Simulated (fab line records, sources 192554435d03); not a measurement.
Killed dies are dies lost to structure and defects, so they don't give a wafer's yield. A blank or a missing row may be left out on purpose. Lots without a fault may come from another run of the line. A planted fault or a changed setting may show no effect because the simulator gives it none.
Split-lot experiment | flow n5_finfet | 7 lots, 39 wafers read, on a route of 1938 steps

THE SPLIT
At N5_BEOL_M15_ILD_DEP_00 (deposits SiO2 from TEOS/O2, target thk 1629.3 nm, time 346.1 s), the setting target_thk_a was moved away from the recipe's 16293 angstrom on 9 of the 39 wafers read, by -37.3% to +40.4%. The other wafers ran this setting at the recipe's value.

The file shows no step between the split and the reading.

THE READING
M15_ILD_THK, in nm, at N5_BEOL_M15_THK_MEAS_01. Fault-free wafers of this fab line usually give 1622 nm, standard deviation 24 nm.

wafer  | tool, chamber at the split | target_thk_a as run, angstrom | against the recipe | M15_ILD_THK, nm | against lot-mates on the recipe
L077.1 | pecvd-04, 0,2              | 16293                         | recipe             | 1644            | -
L077.2 | pecvd-04, 2                | 16293                         | recipe             | 1602            | -
L077.3 | pecvd-04, 0                | 16293                         | recipe             | 1673            | -
L077.4 | pecvd-04, 2                | 16293                         | recipe             | 1641            | -
L077.5 | pecvd-04, 0                | 16293                         | recipe             | 1663            | -
L077.6 | pecvd-04, 0,2              | 16293                         | recipe             | 1643            | -
L080.1 | pecvd-03, 1                | 16293                         | recipe             | 1633            | -
L080.2 | pecvd-03, 0                | 22870                         | +40.4%             | 2258            | +628
L080.3 | pecvd-03, 2                | 22870                         | +40.4%             | 2272            | +642
L080.4 | pecvd-03, 0                | 16293                         | recipe             | 1619            | -
L080.5 | pecvd-03, 1                | 22870                         | +40.4%             | 2312            | +682
L080.6 | pecvd-03, 2                | 16293                         | recipe             | 1638            | -
L081.1 | pecvd-04, 0                | 16293                         | recipe             | 1607            | -
L081.2 | pecvd-04, 2                | 16293                         | recipe             | 1602            | -
L081.3 | pecvd-04, 1                | 16293                         | recipe             | 1593            | -
L081.4 | pecvd-04, 2                | 16293                         | recipe             | 1628            | -
L081.5 | pecvd-04, 0                | 16293                         | recipe             | 1622            | -
L081.6 | pecvd-04, 1                | 16293                         | recipe             | 1629            | -
L084.1 | pecvd-04, 1                | 16293                         | recipe             | 1615            | -
L084.2 | pecvd-04, 0                | 16293                         | recipe             | 1644            | -
L084.3 | pecvd-04, 2                | 16293                         | recipe             | 1622            | -
L084.4 | pecvd-04, 1                | 16293                         | recipe             | 1636            | -
L084.5 | pecvd-04, 2                | 16293                         | recipe             | 1654            | -
L084.6 | pecvd-04, 0                | 16293                         | recipe             | 1640            | -
L087.1 | pecvd-02, 0                | 16293                         | recipe             | 1606            | -
L087.2 | pecvd-02, 2                | 16293                         | recipe             | 1572            | -
L087.3 | pecvd-02, 1                | 16293                         | recipe             | 1628            | -
L091.1 | pecvd-04, 0                | 16293                         | recipe             | 1606            | -
L091.2 | pecvd-04, 2                | 10690                         | -34.4%             | 1057            | -563
L091.3 | pecvd-04, 1                | 16293                         | recipe             | 1622            | -
L091.4 | pecvd-04, 1                | 16293                         | recipe             | 1632            | -
L091.5 | pecvd-04, 0                | 10690                         | -34.4%             | 1063            | -557
L091.6 | pecvd-04, 2                | 10690                         | -34.4%             | 1075            | -545
L093.1 | pecvd-03, 2                | 16293                         | recipe             | 1596            | -
L093.2 | pecvd-03, 1                | 10210                         | -37.3%             | 1030            | -582
L093.3 | pecvd-03, 0                | 16293                         | recipe             | 1613            | -
L093.4 | pecvd-03, 0                | 10210                         | -37.3%             | 988             | -624
L093.5 | pecvd-03, 2                | 16293                         | recipe             | 1627            | -
L093.6 | pecvd-03, 1                | 10210                         | -37.3%             | 1034            | -578
Where a row lists several chambers, the file gives one row for several wafers and doesn't say which wafer went through which chamber.

THE FIT
A straight line over all 39 wafers: M15_ILD_THK changes by +16.3 nm for each +1% of target_thk_a; r = +1.00; the points scatter about the line by 21 nm.
The same after taking each lot's own level away (the mean of its wafers on the recipe; 39 wafers): +16.1 nm for each +1%; r = +1.00; scatter 17 nm.
On that fit, the largest move of target_thk_a shifts the reading by 6.5e+02 nm.
The lots' own levels span 1602.0 to 1644.3 nm, that is 1.8 times the standard deviation above.
So the lot-to-lot level changes the slope little: the two slopes agree.
Check: with one of the wafers moved furthest among these (+40.4%) left out of the fit, the line predicts +653 nm for it against its lot-mates. It came out at +628 nm against them.

OTHER SPLITS ON THESE WAFERS
These wafers also went through other splits before the reading. Each is held against what the fit with the lots' levels taken away leaves over:
other split on the same wafers            | wafers away from the commonest value | r with M15_ILD_THK (lot level and that fit taken away)
N5_BEOL_M12_TRENCH_ETCH_34 target_depth_a | 15                                   | +0.07

THE WHOLE CHAIN: every reading that the file lists as answering this split, in the file's order
step                    | what it does                                                   | reading                                                                             | change (the file's fit)              | r (the file's)
N5_BEOL_M15_ILD_DEP_00  | deposits SiO2 from TEOS/O2, target thk 1629.3 nm, time 346.1 s | SiO2_of_BEOL_M15_ILD_DEP_00.thk_nm (the simulator's own value, which no gauge read) | +16.1 nm for each +1% of the setting | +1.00
N5_BEOL_M15_THK_MEAS_01 |                                                                | M15_ILD_THK                                                                         | +16.1 for each +1% of the setting    | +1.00
N5_BEOL_M15_VIA_ETCH_16 | etches SiO2 in C4F8/O2/Ar, target depth 1792.2 nm              | etch.depth_nm (the simulator's own value, which no gauge read)                      | +16.1 nm for each +1% of the setting | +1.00
N5_BEOL_M15_VIA_ETCH_16 | etches SiO2 in C4F8/O2/Ar, target depth 1792.2 nm              | coat_of_BEOL_M15_COAT_04.thk_nm (the simulator's own value, which no gauge read)    | -3.72 nm for each +1% of the setting | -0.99

THE FILE'S OWN FIT
M15_ILD_THK changes by +16.1 nm for each +1% of target_thk_a, r = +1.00.
